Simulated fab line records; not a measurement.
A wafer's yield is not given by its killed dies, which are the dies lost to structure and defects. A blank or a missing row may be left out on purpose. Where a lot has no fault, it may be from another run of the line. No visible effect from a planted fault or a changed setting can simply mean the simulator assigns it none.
Struck lot and sound lot, side by side + flow nand_harc + 24 steps out of a route of 1159
Sound: the wafers L511.2, L511.3, L511.6. Wafers struck: L519.2, L519.4, L519.5. At the end, the cause is stated.
At each step with rows: each side's tool, then ch and its chambers, then its first start. Under that, the readings that differ: sound wafers + struck wafers + difference of the means + sigmas: that difference in standard deviations of wafers without a fault.
alike: same words and numbers on both sides, and readings whose means sit less than 2 such deviations apart. not compared: any withheld reading, any reading some wafer has no value for, any bound like >300 that may hide the same value, and any number with overlapping values for which the record gives no deviation.
A row with sigmas, a row that says differs or no value, or rows on one side alone: a step with any of these is where the two part. Numbers that don't overlap but have no deviation are shown without sigmas and don't part them. A reading that every wafer of one side lacks parts them only if that side has two wafers or more.

NHARC_P_CONTACT_DEP_30: deposits SiNx, target thk 30 nm.
  sound on pecvd-01 ch 1,2, day 5 08:46; struck on pecvd-01 ch 0,1, day 7 12:07
  alike: heater_power_w, susceptor_temp_C
NHARC_P_CONTACT_DEP_00: deposits SiO2, target thk 500 nm.
  sound: pecvd-01 ch 1,2; struck: pecvd-01 ch 0,1
  alike: heater_power_w, susceptor_temp_C, throttle_valve_pct
NHARC_P_CONTACT_CMP_01: polishes SiO2, target thk 200 nm.
  sound on cmp-02 ch 0,1,2, day 5 09:27; struck on cmp-04 ch 0,1,2, day 7 12:44
  alike: motor_current_A
then, 8 steps without rows for these wafers: NHARC_P_CONTACT_SRD_03; NHARC_P_CONTACT_DEHYDRATE_04 (time 120 s); NHARC_P_CONTACT_HMDS_05 (time 30 s); NHARC_P_CONTACT_COAT_33 (time 75 s); NHARC_P_CONTACT_COAT_34 (time 65 s); NHARC_P_CONTACT_COAT_06 (resist thk 90 nm); NHARC_P_CONTACT_SOFTBAKE_07 (time 55 s); NHARC_P_CONTACT_EBR_08.
NHARC_P_CONTACT_EXPOSE_09: exposes mask P CA, target cd 90 nm.
  sound on arfi_scanner-02 ch 0, day 5 10:07; struck on arfi_scanner-02 ch 0, day 7 13:27
| reading | sound                | struck                        | difference | sigmas |
|---------|----------------------|-------------------------------|------------|--------|
| mask    | P_CA#0 P_CA#0 P_CA#0 | P_CA_R1#0 P_CA_R1#0 P_CA_R1#0 | differs    |        |
then, 2 steps without rows for these wafers: NHARC_P_CONTACT_PEB_10 (peb time 65 s); NHARC_P_CONTACT_DEVELOP_11 (develop time 35 s).
NHARC_P_CONTACT_CD_MEAS_12: the cd target is 90 nm.
  sound on cd_sem-02 ch 0, day 5 10:16; struck on cd_sem-02 ch 0, day 7 13:35
| reading    | sound          | struck         | difference | sigmas |
|------------|----------------|----------------|------------|--------|
| cd_nm (nm) | 90.2 90.7 90.4 | 94.8 95.8 95.1 | +4.8       | +5     |
NHARC_P_CONTACT_OVL_MEAS_13:
  sound: overlay-01 at day 5 10:22; struck: overlay-02 at day 7 13:40
  alike: overlay_x_nm, overlay_y_nm
NHARC_P_CONTACT_INSPECT_14:
  sound: defect_inspect-02 at day 5 10:24; struck: defect_inspect-01 at day 7 13:43
  alike: raw_defect_count
NHARC_P_CONTACT_DESCUM_17: chemistry O2, time 3 s.
  sound on rie_diel-01 ch 1,2, day 5 10:28; struck on rie_diel-11 ch 1,2, day 7 13:47
| reading                    | sound             | struck            | difference | sigmas |
|----------------------------|-------------------|-------------------|------------|--------|
| model.P_CONTACT.cd_nm (nm) | 90.19 90.09 90.37 | 95.68 96.16 95.85 | +5.68      |        |
  alike: chamber_pressure_mTorr, drypump_motor_current_A, o2_flow_sccm, oes_product_au, rf_vpp_V, showerhead_plenum_p_Torr, throttle_valve_pct
  not compared: rf_hours_counter_h
then, 1 step without rows for these wafers: NHARC_P_CONTACT_ETCH_35 (etches the open film in CF4, target depth 39 nm, time 65 s).
NHARC_P_CONTACT_ETCH_36: etches the open film in N2/H2, target depth 260 nm, time 406.25 s.
  sound: rie_diel-01 ch 1,2,3; struck: rie_diel-11 ch 1,2,3
  alike: bias_w, chamber_pressure_mTorr, drypump_motor_current_A, h2_flow_sccm, n2_flow_sccm, oes_product_au, rf_vpp_V, showerhead_plenum_p_Torr, throttle_valve_pct
  not compared: rf_hours_counter_h
NHARC_P_CONTACT_ETCH_18: etches the open film in C4F8/O2/Ar, target depth 481 nm, time 240.5 s.
  sound: rie_diel-01 ch 0,1,2; struck: rie_diel-11 ch 1,2
  alike: bias_w, chamber_pressure_mTorr, oes_product_au, rf_vpp_V
  not compared: rf_hours_counter_h
then, 1 step without rows for these wafers: NHARC_P_CONTACT_STRIP_37 (strips in C4F8/O2/Ar).
NHARC_P_CONTACT_ETCH_31: etches the open film in CH3F/O2, target depth 30 nm, time 85.7 s.
  sound: rie_diel-01 ch 0,3; struck: rie_diel-11 ch 0,3
| reading                    | sound            | struck            | difference | sigmas |
|----------------------------|------------------|-------------------|------------|--------|
| model.P_CONTACT.cd_nm (nm) | 87.63 90.21 88.3 | 92.73 95.65 96.33 | +6.19      |        |
  alike: bias_w, chamber_pressure_mTorr, drypump_motor_current_A, o2_flow_sccm, oes_product_au, rf_vpp_V, showerhead_plenum_p_Torr, throttle_valve_pct
  not compared: rf_hours_counter_h
NHARC_P_CONTACT_CD_MEAS_19:
  sound: cd_sem-03 at day 5 11:22; struck: cd_sem-02 at day 7 14:38
| reading    | sound          | struck         | difference | sigmas |
|------------|----------------|----------------|------------|--------|
| cd_nm (nm) | 87.6 90.4 88.3 | 92.7 95.7 96.3 | +6.1       | +4     |

## WHERE THEY PART
At NHARC_P_CONTACT_EXPOSE_09 first; at NHARC_P_CONTACT_CD_MEAS_19 last (within this record only).

WHY: the cause the simulator had injected
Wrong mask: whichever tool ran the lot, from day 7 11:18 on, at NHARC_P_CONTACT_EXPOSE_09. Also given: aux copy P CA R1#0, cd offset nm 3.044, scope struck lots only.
